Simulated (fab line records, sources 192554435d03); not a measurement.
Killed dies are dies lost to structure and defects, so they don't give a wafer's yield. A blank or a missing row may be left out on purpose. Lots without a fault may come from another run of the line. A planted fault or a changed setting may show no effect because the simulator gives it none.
A struck lot beside a sound one | flow n5_finfet | 15 steps out of a route of 1938
Sound: wafers L833.2, L833.3, L833.6. Struck: wafer L831.2. (L831.1 of the same lot was not struck and is left out.) The cause comes at the end.
At each step with rows: each side's tool, then ch and its chambers, then its first start. Under that, the readings that differ: sound wafers | struck wafers | difference of the means | sigmas: that difference in standard deviations of wafers without a fault.
alike: readings whose means differ by less than 2 such deviations, and words and numbers that are the same on both sides. not compared: withheld readings, readings that some wafer has no value for, bounds like >300 that may hide the same value, and numbers for which the record gives no deviation and whose values overlap.
The two part at a step that has a row with sigmas, a row that says differs or no value, or rows on one side only. Numbers that don't overlap but have no deviation are shown without sigmas and don't part them. A reading that every wafer of one side lacks parts them only if that side has two wafers or more.

first, 1 step without rows for these wafers: N5_BEOL_M6_CURE_75 (cures SiCOH lowk, time 120 s).
N5_BEOL_M6_DEGAS_44: time 60 s.
  sound on pvd_sputter-02, day 14 04:22; struck on pvd_sputter-03, day 13 23:44
  alike: heater_power_w
N5_BEOL_M6_PRE_CLEAN_45: time 30 s.
  sound on pvd_sputter-02, day 14 04:25; struck on pvd_sputter-03, day 13 23:47
  alike: heater_power_w
N5_BEOL_M6_ALD_77: deposits TaN, target thk 2 nm, pulse time 2 s, purge time 3 s.
  sound on ald_metal-04 ch 1,2,3, day 14 04:28; struck on ald_metal-01 ch 3, day 13 23:52
  alike: heater_power_w
N5_BEOL_M6_SURFACE_TREAT_79:
  sound on pvd_sputter-01, day 14 04:49; struck on pvd_sputter-01, day 14 00:12
  not compared: pressure_mtorr, throttle_valve_pct
then, 4 steps without rows for these wafers: N5_BEOL_M6_CVD_78 (deposits Co from CCTBA/H2, target thk 2 nm, time 142.3 s); N5_BEOL_M6_SPUTTER_48 (material Cu, target thk 10 nm, time 1.667 s); N5_BEOL_M6_ECD_50 (material Cu, target thk 300 nm); N5_BEOL_M6_ANNEAL_51 (time 90 s).
N5_BEOL_M6_CMP_52: polishes, stops on SiCOH lowk, t overpolish 6.9 s, target thk 80 nm.
  sound on cmp-04 ch 0,2,3, day 14 05:52; struck on cmp-01 ch 3, day 14 01:14
  alike: barrier_field_endpoint_s, clearing_platen_rpm, motor_current_A, overpolish_run_s, time_to_endpoint_s
N5_BEOL_M6_THK_MEAS_53: measures by xrf.
  sound on film_metro-01, day 14 06:10; struck on film_metro-02, day 14 01:28
  alike: M6_THK
then, 1 step without rows for these wafers: N5_BEOL_M6_PRE_CLEAN_55 (time 15 s).
N5_BEOL_M6_DEP_56: deposits SiCN from 3MS/NH3, target thk 10 nm, time 17.5 s.
  sound on pecvd-01 ch 0,1,2, day 14 06:13; struck on pecvd-02 ch 1, day 14 01:31
  reading                                  | sound       | struck | difference | sigmas
  model.SiCN_of_BEOL_M6_DEP_56.thk_nm (nm) | 9.8 10 10.2 | 5      | -5         |
  alike: showerhead_plenum_p_Torr, throttle_valve_pct
N5_BEOL_M6_RS_MEAS_57: measures by four-point-probe.
  sound on film_metro-02, day 14 06:17; struck on film_metro-02, day 14 01:35
  alike: M6_RS
then, 1 step without rows for these wafers: N5_PASSIVATION_PROBE_49.

WHERE THEY PART
Nowhere in this record.

WHY: what the simulator had put in
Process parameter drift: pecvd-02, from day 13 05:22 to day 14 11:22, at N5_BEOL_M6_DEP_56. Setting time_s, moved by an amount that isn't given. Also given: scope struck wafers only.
